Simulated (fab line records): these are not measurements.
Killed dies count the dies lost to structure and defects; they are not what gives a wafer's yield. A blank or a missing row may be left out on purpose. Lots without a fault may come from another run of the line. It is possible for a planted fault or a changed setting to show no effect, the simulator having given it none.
fab line records -- flow n5Finfet
record lots=5, wafers=15, lastDay=16
route steps=1938 shown BEOL_M0_CUTY@701 BEOL_M0@715 BEOL_M4@1111 PASSIVATION@1936
lots with no fault: from the same line, run without faults
startH: hours from the record's first day to the start of the lot's first wafer shown -- waitH: time in hours since the lot's previous step -- " unchanged from the row above -- L1.1+2: a single row standing in for several wafers -- - value missing, or start not given -- * or withheld: withheld -- < > ~ a bound
route shown NAME@n: a module of which the file shows steps, and the number in the route of the first -- usual: average and standard deviation across the fault-free wafers -- same: alike in all rows -- chamber/n: place in a boat -- sites: readings site by site -- _std_site: the values' standard deviation -- _edge_site: mean of outer sites minus mean of inner sites -- radiusMm: for every site, how far away it sits from the centre of the wafer -- mask NAME#n: copy n -- behind: the most recent tool/chamber to have shaped the wafer -- hold: why the lot was held/for how many hours/how that ended -- device: the n, p or np transistor that did not switch -- end of line: the same wafers' tests at the end of the route -- step lacking rows: just its recipe -- killed: dies lost to structure and defects at the first sort, not the wafer's yield -- map: per-die view of a wafer (x killed, . not killed, _ where there is no die)
set.NAME: the run value of the setting; set.NAME@STEP: its run value at that earlier step -- model.NAME: the simulator's own value behind a step, which no gauge read
lots at some steps of the route; a table a step, a row a wafer
services: a tool's chamber out of use, with start hour (startH, from the record's first day; less than 0 if before it), hours out, and reason
## steps
# step N5_BEOL_M0_CUTY_COAT_50
# recipe resist=SiARC, tempC=220, timeS=60, spinRpm=1500, resistThkNm=15
# step N5_BEOL_M0_CUTY_COAT_51
# recipe resist=CAR-ArF-block, spinRpm=1500, resistThkNm=150
# step N5_BEOL_M0_CUTY_EBR_52
# recipe solvent=PGMEA, ebrWidthMm=1.5
# step N5_BEOL_M0_CUTY_SOFTBAKE_53
# recipe tempC=110, timeS=60, resist=CAR-ArF-block
# step N5_BEOL_M0_CUTY_EXPOSE_54
# recipe maskId=M0_ABLK, na=1.35, sourceShape=conventional, sigmaOuter=0.8, polarization=unpolarized, doseMj=36
# step N5_BEOL_M0_CUTY_PEB_55
# recipe pebTempC=110, pebTimeS=60, resist=CAR-ArF-block
# step N5_BEOL_M0_CUTY_DEVELOP_56
# recipe developTimeS=30, developer=TMAH, resist=CAR-ArF-block, rinseLiquid=diw, dry=airSpin, devTempC=23
# step N5_BEOL_M0_CUTY_CD_MEAS_57
# recipe targetCdNm=200, landingEnergyEv=500, detector=seInlens, polarity=line
# usual cdNm=199.7/0.84
lot.wafer,tool,chamber,startH,waitH,cdNm
L122.1,cdSem-01,0,126.55,-,199.3
L122.4,cdSem-01,0,126.55,-,198.7
L122.5,cdSem-01,0,126.55,-,199.1
L123.2,cdSem-02,0,132.03,-,200.7
L123.4,cdSem-02,0,132.03,-,201.0
L123.5,cdSem-02,0,132.03,-,200.4
L134.2,cdSem-03,0,199.78,-,200.3
L134.3,cdSem-03,0,199.78,-,200.5
L134.6,cdSem-03,0,199.78,-,200.0
L138.1,cdSem-03,0,224.82,-,200.0
L138.3,cdSem-03,0,224.82,-,200.0
L138.6,cdSem-03,0,224.82,-,199.0
L140.1,cdSem-01,0,231.12,-,198.7
L140.3,cdSem-01,0,231.12,-,200.1
L140.5,cdSem-01,0,231.12,-,199.1
# step N5_BEOL_M0_CUTY_OVL_MEAS_58
# recipe pointsPerWafer=44
# usual M0_ABLK_OVL=-0.4/0.71
lot.wafer,tool,chamber,startH,waitH,M0_ABLK_OVL[nm]
L122.1,overlay-02,0,126.58,0.0,-0.6
L122.4,overlay-02,0,126.58,0.0,-0.2
L122.5,overlay-02,0,126.58,0.0,-0.1
L123.2,overlay-02,0,132.06,0.0,1.0
L123.4,overlay-02,0,132.06,0.0,-0.1
L123.5,overlay-02,0,132.06,0.0,-1.3
L134.2,overlay-01,0,199.80,0.0,-0.6
L134.3,overlay-01,0,199.80,0.0,-1.2
L134.6,overlay-01,0,199.80,0.0,-0.6
L138.1,overlay-02,0,224.85,0.0,-0.3
L138.3,overlay-02,0,224.85,0.0,-0.6
L138.6,overlay-02,0,224.85,0.0,0.2
L140.1,overlay-02,0,231.15,0.0,-1.2
L140.3,overlay-02,0,231.15,0.0,-0.1
L140.5,overlay-02,0,231.15,0.0,0.1
# step N5_BEOL_M0_CUTY_INSPECT_59
# recipe mode=adi, inspectInstrument=macro
# usual rawDefectCount=2.0/1.3
lot.wafer,tool,chamber,startH,waitH,rawDefectCount
L122.1,defectInspect-02,-,126.60,0.0,2
L122.4,defectInspect-02,-,126.60,0.0,3
L122.5,defectInspect-02,-,126.60,0.0,2
L123.2,defectInspect-01,-,132.08,0.0,2
L123.4,defectInspect-01,-,132.08,0.0,2
L123.5,defectInspect-01,-,132.08,0.0,1
L134.2,defectInspect-02,-,199.83,0.0,2
L134.3,defectInspect-02,-,199.83,0.0,3
L134.6,defectInspect-02,-,199.83,0.0,4
L138.1,defectInspect-01,-,224.88,0.0,0
L138.3,defectInspect-01,-,224.88,0.0,2
L138.6,defectInspect-01,-,224.88,0.0,3
L140.1,defectInspect-01,-,231.18,0.0,0
L140.3,defectInspect-01,-,231.18,0.0,4
L140.5,defectInspect-01,-,231.18,0.0,1
# step N5_BEOL_M0_CUTY_DESCUM_61
# recipe chemistry=O2, timeS=7.9, sourcePowerW=50, biasPowerW=20, pressureMtorr=20, rfFrequencyHz=2.712e+07, tempC=40, resist=CAR-ArF-block, o2FlowSccm=225
# usual biasPowerW=20.00/0.058, drypumpMotorCurrentA=5.60/0.29, oesProductAu=0.79/0.084, rfVppV=242.6/1.1, showerheadPlenumPTorr=2.05/0.055, tempC=40.00/0.11, throttleValvePct=20.43/0.24
lot.wafer,tool,chamber,startH,waitH,biasPowerW,drypumpMotorCurrentA,oesProductAu,rfHoursCounterH,rfVppV,showerheadPlenumPTorr,tempC,throttleValvePct
L122.1,rieDiel-06,0,126.63,0.0,20.02,6.00,0.89,18,242.8,2.04,39.78,20.14
L122.4,rieDiel-06,3,126.63,0.0,19.95,5.93,0.69,202,240.1,1.99,40.17,20.64
L122.5,rieDiel-06,0,126.63,0.0,20.00,6.01,0.89,-,243.2,2.04,40.02,20.14
L123.2,rieDiel-02,2,132.11,0.0,20.07,5.72,0.72,195,243.3,2.06,39.96,20.53
L123.4,rieDiel-02,1,132.11,0.0,20.01,5.23,0.77,-,241.6,2.02,40.09,20.89
L123.5,rieDiel-02,0,132.11,0.0,19.95,5.67,0.73,-,242.3,1.96,40.10,20.44
L134.2,rieDiel-02,3,199.90,0.1,20.00,5.73,0.93,18,242.2,2.05,39.81,20.37
L134.3,rieDiel-02,2,199.90,0.1,20.13,5.70,0.70,222,243.3,2.05,39.99,20.57
L134.6,rieDiel-02,3,199.90,0.1,20.15,5.73,0.92,-,242.2,2.05,40.08,20.36
L138.1,rieDiel-03,3,225.08,0.2,20.01,5.96,0.73,184,241.6,2.04,40.10,20.11
L138.3,rieDiel-03,2,225.08,0.2,20.04,5.69,0.88,65,242.5,2.11,39.87,20.20
L138.6,rieDiel-03,3,225.08,0.2,19.97,5.93,0.73,-,242.8,2.04,40.06,20.11
L140.1,rieDiel-03,3,231.21,0.0,19.91,5.95,0.73,188,241.5,2.04,39.87,20.11
L140.3,rieDiel-03,1,231.21,0.0,20.09,5.23,0.77,-,242.7,2.04,40.19,20.52
L140.5,rieDiel-03,3,231.21,0.0,19.96,5.93,0.73,-,242.8,2.04,40.02,20.11
# step N5_BEOL_M0_CUTY_ETCH_62
# recipe chemistry=CF4, target=SiARC, maskMaterial=CAR-ArF-block, timeS=58.5, ionEnergyEv=80, pressureMtorr=40, sourceW=545, biasW=36, Ar_flow_sccm=100, cf4FlowSccm=100, ends=cleared
# usual biasW=36.01/0.11, cf4FlowSccm=100.0/0.3, drypumpMotorCurrentA=5.60/0.29, etchRfOnTimeS=58.9/1.8, oesProductAu=0.68/0.071, rfVppV=183.7/0.99, showerheadPlenumPTorr=2.11/0.053, throttleValvePct=15.63/0.24
lot.wafer,tool,chamber,startH,waitH,biasW,cf4FlowSccm,drypumpMotorCurrentA,etchRfOnTimeS,oesProductAu,rfHoursCounterH,rfVppV,showerheadPlenumPTorr,throttleValvePct
L122.1,rieDiel-06,0,126.67,0.0,36.12,99.4,6.03,62.2,0.74,18,183.7,2.09,15.29
L122.4,rieDiel-06,3,126.67,0.0,36.02,100.1,5.92,59.5,0.60,202,182.7,2.04,15.83
L122.5,rieDiel-06,0,126.67,0.0,35.94,99.4,6.00,62.0,0.76,-,182.9,2.09,15.30
L123.2,rieDiel-02,2,132.15,0.0,36.13,100.0,5.72,57.5,0.62,195,184.1,2.12,15.81
L123.4,rieDiel-02,1,132.15,0.0,36.00,100.5,5.22,58.8,0.66,-,182.9,2.08,16.02
L123.5,rieDiel-02,0,132.15,0.0,35.86,100.1,5.69,59.3,0.62,-,182.7,2.04,15.83
L134.2,rieDiel-02,3,199.93,0.0,35.99,100.1,5.73,57.3,0.79,18,182.8,2.10,15.42
L134.3,rieDiel-02,2,199.93,0.0,36.07,99.2,5.70,58.3,0.60,222,182.1,2.11,15.86
L134.6,rieDiel-02,3,199.93,0.0,36.07,99.6,5.71,57.5,0.79,-,182.8,2.10,15.41
L138.1,rieDiel-03,3,225.12,0.0,36.07,100.0,5.89,60.9,0.60,184,185.5,2.11,15.52
L138.3,rieDiel-03,2,225.12,0.0,36.19,100.3,5.70,60.0,0.73,65,184.1,2.18,15.49
L138.6,rieDiel-03,3,225.12,0.0,36.02,99.6,5.91,61.6,0.60,-,184.2,2.11,15.55
L140.1,rieDiel-03,3,231.27,0.0,35.96,100.2,5.89,61.0,0.60,188,185.2,2.11,15.54
L140.3,rieDiel-03,1,231.27,0.0,36.20,100.5,5.22,59.5,0.67,-,183.8,2.05,15.53
L140.5,rieDiel-03,3,231.27,0.0,36.01,100.3,5.88,60.9,0.60,-,185.2,2.11,15.54
# step N5_BEOL_M0_CUTY_ETCH_63
# recipe chemistry=N2/H2, target=SOC, targetDepthA=827, overetchA=165, maskMaterial=SiARC, tempC=40, ionEnergyEv=200, timeS=124, pressureMtorr=30, sourceW=840, biasW=150, n2FlowSccm=200, h2FlowSccm=200
# usual biasW=150.0/0.44, drypumpMotorCurrentA=5.60/0.29, oesProductAu=0.66/0.067, rfVppV=522.9/1.9, showerheadPlenumPTorr=2.51/0.067, tempC=40.00/0.1, throttleValvePct=17.9/0.31
lot.wafer,tool,chamber,startH,waitH,biasW,drypumpMotorCurrentA,oesProductAu,rfHoursCounterH,rfVppV,showerheadPlenumPTorr,tempC,throttleValvePct,model.SiO2_of_BEOL_M0_SAQP_SPACER2_ALD_26.thkNm
L122.1,rieDiel-06,0,126.72,0.0,150.1,6.07,0.75,18,522.1,2.48,39.90,17.4,7.2
L122.4,rieDiel-06,3,126.72,0.0,149.8,5.93,0.58,202,520.9,2.41,40.11,17.9,7
L122.5,rieDiel-06,0,126.72,0.0,150.9,5.99,0.75,-,522.2,2.48,39.95,17.4,7.4
L123.2,rieDiel-02,2,132.19,0.0,150.3,5.71,0.59,195,525.1,2.52,40.08,18.1,7
L123.4,rieDiel-02,1,132.19,0.0,149.7,5.17,0.63,-,522.2,2.46,40.06,18.2,7
L123.5,rieDiel-02,0,132.19,0.0,149.9,5.67,0.61,-,520.8,2.46,40.09,18.3,7.2
L134.2,rieDiel-02,3,199.98,0.0,150.4,5.70,0.75,18,522.4,2.52,40.25,18.0,7
L134.3,rieDiel-02,2,199.98,0.0,-,5.70,0.71,222,522.3,2.51,39.88,18.2,7.8
L134.6,rieDiel-02,3,199.98,0.0,150.6,5.74,0.75,-,522.4,2.52,40.12,18.0,7
L138.1,rieDiel-03,3,225.16,0.0,150.0,5.90,0.59,184,524.8,2.52,39.96,17.8,7.2
L138.3,rieDiel-03,2,225.16,0.0,149.8,5.72,0.71,65,524.9,2.56,39.91,17.5,7.2
L138.6,rieDiel-03,3,225.16,0.0,150.4,5.90,0.59,-,523.5,2.52,39.96,17.8,7.2
L140.1,rieDiel-03,3,231.33,0.0,149.7,5.89,0.59,188,522.8,2.52,39.89,17.8,7.2
L140.3,rieDiel-03,1,231.33,0.0,150.3,5.22,0.65,-,521.4,2.41,39.84,17.5,7.2
L140.5,rieDiel-03,3,231.33,0.0,150.1,5.88,0.60,-,524.1,2.52,39.72,17.8,7.4
# step N5_BEOL_M0_CUTY_STRIP_64
# recipe chemistry=N2/H2, tempC=40, n2FlowSccm=200, h2FlowSccm=200, rfFrequencyHz=6e+07
# step N5_BEOL_M0_ETCH_138
# recipe chemistry=CH3F/O2, targetDepthA=120, target=SiCN, timeS=31.6, ionEnergyEv=120, pressureMtorr=30, sourceW=395, biasW=75, Ar_flow_sccm=150, CH3F_flow_sccm=30, O2_flow_sccm=20, ends=cleared
# usual biasW=74.98/0.23, drypumpMotorCurrentA=5.59/0.29, etchRfOnTimeS=29.6/1, oesProductAu=0.68/0.072, rfVppV=296.8/1.3, showerheadPlenumPTorr=1.96/0.054, throttleValvePct=16.32/0.25
lot.wafer,tool,chamber,startH,waitH,biasW,drypumpMotorCurrentA,etchRfOnTimeS,oesProductAu,rfHoursCounterH,rfVppV,showerheadPlenumPTorr,throttleValvePct
L122.1,rieDiel-06,0,126.84,0.0,74.81,5.99,32.0,0.76,18,296.5,1.94,15.95
L122.4,rieDiel-06,3,126.84,0.0,74.68,5.91,32.5,0.60,202,295.3,1.90,16.52
L122.5,rieDiel-06,0,126.84,0.0,75.10,6.05,31.3,0.76,-,297.7,1.94,15.93
L123.2,rieDiel-02,2,132.32,0.0,74.84,5.69,29.1,0.62,195,297.1,1.96,16.41
L123.4,rieDiel-02,1,132.32,0.0,74.88,5.25,29.6,0.66,-,296.5,1.95,16.81
L123.5,rieDiel-02,0,132.32,0.0,75.04,5.68,30.8,0.63,-,296.9,1.89,16.45
L134.2,rieDiel-02,3,200.10,0.0,75.12,5.74,27.6,0.80,18,296.7,1.96,16.14
L134.3,rieDiel-02,2,200.10,0.0,75.32,5.70,28.1,0.60,223,296.7,1.95,16.46
L134.6,rieDiel-02,3,200.10,0.0,75.14,5.73,28.5,0.79,-,296.9,1.96,16.14
L138.1,rieDiel-03,3,225.29,0.0,74.81,5.95,29.7,0.61,184,296.3,1.97,16.22
L138.3,rieDiel-03,2,225.29,0.0,75.00,5.71,28.9,0.74,65,300.5,2.03,16.15
L138.6,rieDiel-03,3,225.29,0.0,75.07,5.90,29.8,0.61,-,297.4,1.97,16.24
L140.1,rieDiel-03,3,231.52,0.0,74.37,5.90,30.4,0.61,188,298.6,1.97,16.23
L140.3,rieDiel-03,1,231.52,0.0,74.99,5.22,29.5,0.66,-,296.2,1.91,16.19
L140.5,rieDiel-03,3,231.52,0.0,74.81,5.86,31.3,0.61,-,297.9,1.97,16.23
# step N5_BEOL_M0_HM_OPEN_105
# recipe chemistry=Cl2/BCl3, targetDepthA=120, target=TiN, ionEnergyEv=150, pressureMtorr=10, icpW=1000, biasW=126, Cl2_flow_sccm=53.25, bcl3FlowSccm=21.75, Ar_flow_sccm=25
# usual biasW=126.1/0.36, drypumpMotorCurrentA=5.5/0.48, oes_ar_750_au=0.80/0.13, oesProductAu=0.81/0.13, throttleValvePct=22.16/0.21
lot.wafer,tool,chamber,startH,waitH,biasW,drypumpMotorCurrentA,oes_ar_750_au,oesProductAu,rfHoursCounterH,throttleValvePct,model.SiO2_of_BEOL_M0_SAQP_SPACER2_ALD_26.thkNm
L122.1,rieMetal-01,1,128.22,1.3,125.4,5.9,0.90,0.90,12,22.02,2.8
L122.4,rieMetal-01,0,128.22,1.3,126.0,5.6,0.58,0.58,-,22.32,2.6
L122.5,rieMetal-01,0,128.22,1.3,126.3,5.6,0.59,0.59,-,22.34,2.8
L123.2,rieMetal-03,0,132.62,0.3,125.9,6.0,0.70,0.70,77,22.34,2.8
L123.4,rieMetal-03,0,132.62,0.3,126.1,6.1,0.70,0.69,-,22.34,2.8
L123.5,rieMetal-03,1,132.62,0.3,126.0,6.0,0.92,0.96,-,21.83,2.8
L134.2,rieMetal-01,0,200.20,0.1,126.0,5.6,0.97,0.97,3,22.04,2.4
L134.3,rieMetal-01,0,200.20,0.1,126.7,5.6,0.96,0.98,-,22.05,3.6
L134.6,rieMetal-01,1,200.20,0.1,126.1,5.9,0.87,0.86,-,22.04,2.6
L138.1,rieMetal-02,0,227.67,2.3,125.5,5.6,0.88,0.89,9,22.00,2.8
L138.3,rieMetal-02,1,227.67,2.3,125.4,4.7,0.65,0.65,-,22.46,2.8
L138.6,rieMetal-02,0,227.67,2.3,126.2,5.6,0.88,0.90,-,22.01,2.8
L140.1,rieMetal-02,0,236.31,4.7,126.3,5.6,0.88,0.89,9,22.01,2.8
L140.3,rieMetal-02,1,236.31,4.7,125.8,4.7,0.65,0.65,-,22.46,2.8
L140.5,rieMetal-02,0,236.31,4.7,126.2,5.6,0.88,0.90,-,22.01,2.8
# step N5_BEOL_M0_STRIP_140
# recipe chemistry=CF4, resist=SiARC, powerW=300, biasPowerW=75, pressureMtorr=50, cf4FlowSccm=150, rfFrequencyHz=6e+07
# usual biasPowerW=74.99/0.22, cf4FlowSccm=150.0/0.41, drypumpMotorCurrentA=5.61/0.29, oesProductAu=0.78/0.082, rfVppV=270.7/1.7, showerheadPlenumPTorr=1.77/0.043, throttleValvePct=13.63/0.25
lot.wafer,tool,chamber,startH,waitH,biasPowerW,cf4FlowSccm,drypumpMotorCurrentA,oesProductAu,rfHoursCounterH,rfVppV,showerheadPlenumPTorr,throttleValvePct
L122.1,rieDiel-02,1,128.42,0.1,74.69,149.5,5.18,0.76,110,268.1,1.73,13.88
L122.4,rieDiel-02,1,128.42,0.1,74.74,149.5,5.19,0.77,-,268.5,1.73,13.88
L122.5,rieDiel-02,0,128.42,0.1,74.90,150.6,5.69,0.73,-,269.0,1.72,13.87
L123.2,rieDiel-06,3,132.79,0.1,75.11,149.8,5.93,0.70,203,269.9,1.72,13.88
L123.4,rieDiel-06,2,132.79,0.1,74.76,150.1,5.55,0.86,60,272.9,1.83,13.44
L123.5,rieDiel-06,0,132.79,0.1,75.09,149.2,6.04,0.91,-,270.5,1.76,13.29
L134.2,rieDiel-06,2,200.38,0.1,75.01,150.2,5.51,0.84,80,273.6,1.82,13.46
L134.3,rieDiel-06,3,200.38,0.1,74.56,150.1,5.93,0.69,222,270.7,1.71,13.91
L134.6,rieDiel-06,3,200.38,0.1,75.15,150.0,5.92,0.68,-,269.1,1.71,13.92
L138.1,rieDiel-06,1,227.89,0.2,74.75,149.3,5.41,0.86,49,272.8,1.81,13.40
L138.3,rieDiel-06,0,227.89,0.2,74.72,150.0,6.03,0.86,51,271.9,1.75,13.40
L138.6,rieDiel-06,1,227.89,0.2,75.17,149.8,5.39,0.86,-,272.5,1.81,13.40
L140.1,rieDiel-03,2,236.61,0.3,74.72,149.7,5.71,0.86,67,273.7,1.83,13.43
L140.3,rieDiel-03,3,236.61,0.3,75.03,150.7,5.85,0.71,190,270.8,1.77,13.55
L140.5,rieDiel-03,1,236.61,0.3,74.45,149.6,5.20,0.78,-,271.6,1.73,13.54
# step N5_BEOL_M4_RC_MEAS_101
# usual DIBL_N=35.9/2.5, DIBL_P=36.0/3, IOFF_N=0.16/0.047, IOFF_P=0.21/0.047, ION_N=671/14, ION_P=460/8.8, SS_N=71.5/0.73, SS_P=73.2/0.91, VT_N=250/4.3, VT_P=-251/3.6
lot.wafer,tool,chamber,startH,waitH,DIBL_N[mV/V],DIBL_P[mV/V],IOFF_N[nA/um],IOFF_P[nA/um],ION_N[uA/um],ION_P[uA/um],SS_N[mV/dec],SS_P[mV/dec],VT_N[mV],VT_P[mV]
L122.1,prober-02,0,182.78,0.0,39.2,40.9,0.29,0.31,712,481,72.3,74.6,235,-243
L122.4,prober-02,0,182.78,0.0,35.0,35.5,0.15,0.20,667,461,71.3,73.6,251,-253
L122.5,prober-02,0,182.78,0.0,39.8,41.4,0.26,0.31,691,473,72.5,74.5,242,-246
L123.2,prober-01,0,183.47,0.5,33.7,34.0,0.13,0.18,676,462,70.7,71.9,252,-252
L123.4,prober-01,0,183.47,0.5,37.9,37.7,0.20,0.23,678,463,71.5,73.2,246,-249
L123.5,prober-01,0,183.47,0.5,35.3,35.1,0.14,0.18,662,450,70.8,72.2,251,-254
L134.2,prober-02,0,243.29,0.2,33.2,33.3,0.11,0.14,664,455,70.7,71.9,253,-257
L134.3,prober-02,0,243.29,0.2,34.4,34.4,0.12,0.16,667,455,72.3,72.7,253,-256
L134.6,prober-02,0,243.29,0.2,35.2,35.8,0.14,0.18,665,457,71.1,73.2,250,-253
L138.1,prober-02,0,274.30,0.0,34.0,34.1,0.14,0.21,654,454,71.4,72.8,249,-251
L138.3,prober-02,0,274.30,0.0,37.6,37.9,0.22,0.26,693,474,72.3,74.0,243,-249
L138.6,prober-02,0,274.30,0.0,35.1,34.6,0.15,0.20,655,446,71.5,73.0,249,-250
L140.1,prober-01,0,283.75,0.0,36.8,40.0,0.18,0.27,682,475,71.9,74.3,250,-246
L140.3,prober-01,0,283.75,0.0,35.5,38.7,0.16,0.26,683,478,72.0,73.7,246,-245
L140.5,prober-01,0,283.75,0.0,35.1,37.2,0.15,0.22,677,468,72.1,73.7,249,-250
# step N5_PASSIVATION_PROBE_49
# usual defectLimitedYield=91.4/1.4, killed_at_M0_to_M3=34/8.9, killed_at_M4_up=13/4.6, killedAtContacts=12/5.5, killedAtFrontEnd=41/11, killedAtOther=3.1/2.9, killedDies=102/16, killedOpen=66/11, killedShort=34/7.6, sort_bin_4_leakage=0.01/0.14, sort_bin_5_function=5.1/0.89, sort_bin_6_memory=3.2/0.61, sortNPass=1078/16, sortYieldPct=91.3/1.4
# same grossDies=1180, killedAtBackSide=0, sort_bin_8_speed[%]=0
lot.wafer,tool,chamber,startH,waitH,defectLimitedYield[%],killed_at_M0_to_M3,killed_at_M4_up,killedAtContacts,killedAtFrontEnd,killedAtOther,killedDies,killedOpen,killedShort,sort_bin_4_leakage[%],sort_bin_5_function[%],sort_bin_6_memory[%],sortNPass,sortYieldPct[%]
L123.2,prober-02,-,281.31,0.1,90.6,24,14,8,65,0,111,65,39,0,5.3,3.3,1069,90.6
L123.4,prober-02,-,281.41,0.2,91.1,25,19,10,51,0,105,73,32,0,5.0,3.5,1075,91.1
L123.5,prober-02,-,281.46,0.2,91.4,28,16,12,44,1,101,69,29,0,5.1,2.8,1079,91.4
L134.2,prober-01,-,354.34,0.1,91.4,29,9,17,45,2,102,62,34,0,4.8,3.0,1078,91.4
L134.3,prober-01,-,354.39,0.1,92.8,15,6,12,45,7,85,55,29,0,4.7,2.1,1095,92.8
L134.6,prober-01,-,354.54,0.3,92.6,31,1,14,39,2,87,64,23,0,4.4,2.9,1093,92.6
L138.1,prober-02,-,374.30,0.0,90.8,47,9,12,40,1,109,74,34,0,5.8,3.1,1071,90.8
L138.3,prober-02,-,374.40,0.1,94.4,26,6,5,28,1,66,43,22,0,3.6,1.8,1114,94.4
L138.6,prober-02,-,374.55,0.3,93.2,26,8,8,37,1,80,52,24,0,4.1,2.1,1100,93.2
# killed by level:class
L123.2 FIN_SAQP:geometricParticle:open=22 FIN_SAQP:geometricParticle:short=10 STI_FIN_REVEAL:geometricParticle:open=8 MOL_CONTACT_COAG:geometricParticle:open=8 BEOL_M0_SAQP:geometricParticle:short=7 HKMG_FIN:areaEtch=7 GATE_CUT:geometricParticle:short=6 BEOL_M2:geometricParticle:open=4
L123.4 FIN_SAQP:geometricParticle:open=15 FIN_SAQP:geometricParticle:short=14 DUMMY_GATE:geometricParticle:open=8 MOL_CONTACT_COAG:geometricParticle:open=7 BEOL_M1:geometricParticle:open=7 BEOL_M2:geometricParticle:open=6 BEOL_M4:geometricParticle:open=6 BEOL_M0_SAQP:geometricParticle:open=5
L123.5 DUMMY_GATE:geometricParticle:open=10 MOL_CONTACT_COAG:geometricParticle:open=10 FIN_SAQP:geometricParticle:open=8 BEOL_M3:geometricParticle:open=7 BEOL_M3:geometricParticle:short=7 FIN_SAQP:geometricParticle:short=6 BEOL_M1:geometricParticle:open=5 BEOL_M4:geometricParticle:open=5
L134.2 MOL_CONTACT_COAG:geometricParticle:open=13 FIN_SAQP:geometricParticle:short=12 BEOL_M2:geometricParticle:open=7 STI_FIN_REVEAL:geometricParticle:open=6 BEOL_M0:geometricParticle:open=6 BEOL_M3:geometricParticle:open=6 HKMG_FIN:areaEtch=6 FIN_SAQP:geometricParticle:open=5
L134.3 FIN_SAQP:geometricParticle:open=17 STI_FIN_REVEAL:geometricParticle:open=9 MOL_CONTACT_COAG:geometricParticle:open=9 FIN_SAQP:geometricParticle:short=7 BEOL_M0_SAQP:geometricParticle:short=4 BEOL_M3:geometricParticle:open=4 MOL_CONTACT_COAG:geometricParticle:short=3 BEOL_M2:geometricParticle:open=3
L134.6 STI_FIN_REVEAL:geometricParticle:open=13 BEOL_M3:geometricParticle:open=13 MOL_CONTACT_COAG:geometricParticle:open=12 FIN_SAQP:geometricParticle:open=7 FIN_SAQP:geometricParticle:short=6 BEOL_M0_SAQP:geometricParticle:short=4 BEOL_M0_SAQP:geometricParticle:open=4 BEOL_M1:geometricParticle:open=3
L138.1 FIN_SAQP:geometricParticle:open=13 BEOL_M1:geometricParticle:open=12 MOL_CONTACT_COAG:geometricParticle:open=11 BEOL_M3:geometricParticle:open=10 FIN_SAQP:geometricParticle:short=7 BEOL_M0_SAQP:geometricParticle:short=6 BEOL_M2:geometricParticle:open=6 STI_FIN_REVEAL:geometricParticle:open=5
L138.3 BEOL_M1:geometricParticle:open=9 FIN_SAQP:geometricParticle:open=7 FIN_SAQP:geometricParticle:short=5 BEOL_M3:geometricParticle:open=5 STARTING-WAFER:geometricParticle:short=5 MOL_CONTACT_COAG:geometricParticle:open=4 BEOL_M1:geometricParticle:short=4 BEOL_M4:geometricParticle:open=3
L138.6 FIN_SAQP:geometricParticle:short=6 DUMMY_GATE:geometricParticle:open=6 GATE_CUT:geometricParticle:open=6 BEOL_M0_SAQP:geometricParticle:open=6 BEOL_M3:geometricParticle:open=6 GATE_CUT:geometricParticle:short=5 MOL_CONTACT_COAG:geometricParticle:open=5 BEOL_M2:geometricParticle:open=5
## services
tool,chamber,startH,hours,kind
rieDiel-02,1,112.26,2.7,repair
rieDiel-02,3,116.22,-,clean
rieDiel-02,3,116.22,-,consumableReplace:focusRing
rieDiel-02,3,116.22,31.6,scheduledDown
rieDiel-02,3,116.22,31.6,ventCycle
rieDiel-06,3,143.16,8.3,repair
rieMetal-03,-,149.00,0.4,repair
rieMetal-01,0,159.85,-,clean
rieMetal-01,0,159.85,12.2,scheduledDown
rieMetal-01,0,159.85,12.2,ventCycle
rieDiel-06,-,174.34,14.6,pm
rieDiel-02,-,198.01,0.6,repair
rieDiel-02,1,204.08,6.8,repair
rieDiel-03,0,211.06,-,clean
rieDiel-03,0,211.06,-,consumableReplace:focusRing
rieDiel-03,0,211.06,26.7,scheduledDown
rieDiel-03,0,211.06,26.7,ventCycle
rieDiel-02,-,223.96,2.3,repair
rieDiel-03,2,228.06,8.4,repair
rieDiel-06,2,235.93,8.0,repair
## key
firstSign none at tools or gauges
modelEffect step=N5_BEOL_M0_CUTY_ETCH_63, value=SiO2_of_BEOL_M0_SAQP_SPACER2_ALD_26.thkNm, without=7.2, struck=7.8
modelEffect step=N5_BEOL_M0_HM_OPEN_105, value=SiO2_of_BEOL_M0_SAQP_SPACER2_ALD_26.thkNm, without=2.8, struck=3.6
metAt N5_BEOL_M0_CUTY_ETCH_63
struckWafers L134.3
onsetBetween 132.19 199.98
fault kind=processParameterDrift, tool=rieDiel-02, chamber=-, onsetH=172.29, steps=N5_BEOL_M0_CUTY_ETCH_63, channel=timeS, offset=*, shape=step, endH=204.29, scope=struckWafersOnly, actsIn=*, stated=*
